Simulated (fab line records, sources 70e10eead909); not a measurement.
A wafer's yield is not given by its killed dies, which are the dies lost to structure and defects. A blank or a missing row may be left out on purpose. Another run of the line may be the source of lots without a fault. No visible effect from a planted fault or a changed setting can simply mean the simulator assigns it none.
Chamber matching -- flow nand harc -- NHARC_A_ZERO_WELL_ETCH_19 on rie diel-01: 4 sister chambers
The step etches the open film in N2/H2, target depth 80 nm, overetch 24 nm, time 87.88 s. 14 wafers are shown with their chamber, then 6 later ones without.

== WAFERS WITH THEIR CHAMBER ==
wafer,chamber,showerhead plenum p Torr (Torr),drypump motor current A (A),rf vpp V (V)
L827.2,1,2.14,6.3,433.8
L827.4,3,1.94,6.5,427.0
L827.5,3,1.94,6.5,427.3
L828.2,0,2.14,6.4,433.3
L828.5,1,2.14,6.3,432.6
L828.6,0,2.14,6.4,435.8
L829.1,1,2.14,6.3,434.2
L829.2,2,2.01,4.9,429.7
L829.4,0,2.14,6.4,434.2
L831.1,0,2.14,6.4,432.6
L831.4,2,2.01,4.9,431.3
L831.5,1,2.14,6.3,432.7
L836.3,2,2.00,4.8,428.3
L836.5,3,1.94,6.5,427.6

SIGNATURES (averages over the wafers above)
reading,chamber 0,chamber 1,chamber 2,chamber 3,scatter within a chamber
showerhead plenum p Torr,2.1400,2.1400,2.0067,1.9400,0.00258
drypump motor current A,6.400,6.300,4.867,6.500,0.0258
rf vpp V,433.975,433.325,429.767,427.300,1.11
Rule: for each reading, subtract the chamber's mean from the wafer's reading, divide by that reading's scatter and square the result; add these up over the readings and take the root, which gives the wafer's distance from the chamber. If the next closest chamber is less than 2 further off than the closest, the wafer can't be placed; otherwise it belongs to the closest. The scatter: the root of (the sum of the squares of (reading less its chamber's mean) over the shown wafers, divided by (wafers less chambers)).

== WAFERS WITH NO CHAMBER GIVEN ==
wafer,showerhead plenum p Torr (Torr),drypump motor current A (A),rf vpp V (V)
L836.6,2.00,4.8,428.8
L842.1,2.14,6.4,433.4
L842.6,2.14,6.3,433.8
L846.1,1.94,6.5,426.5
L846.2,2.00,4.9,430.2
L846.3,2.14,6.3,432.2

== THE CHAMBER EACH PASSED THROUGH ==
wafer,from the rows above,in truth
L836.6,2,2
L842.1,0,0
L842.6,1,1
L846.1,3,3
L846.2,2,2
L846.3,1,1
6 of 6 placed correctly. Can't be placed from these rows: 0. Wrongly placed: 0.
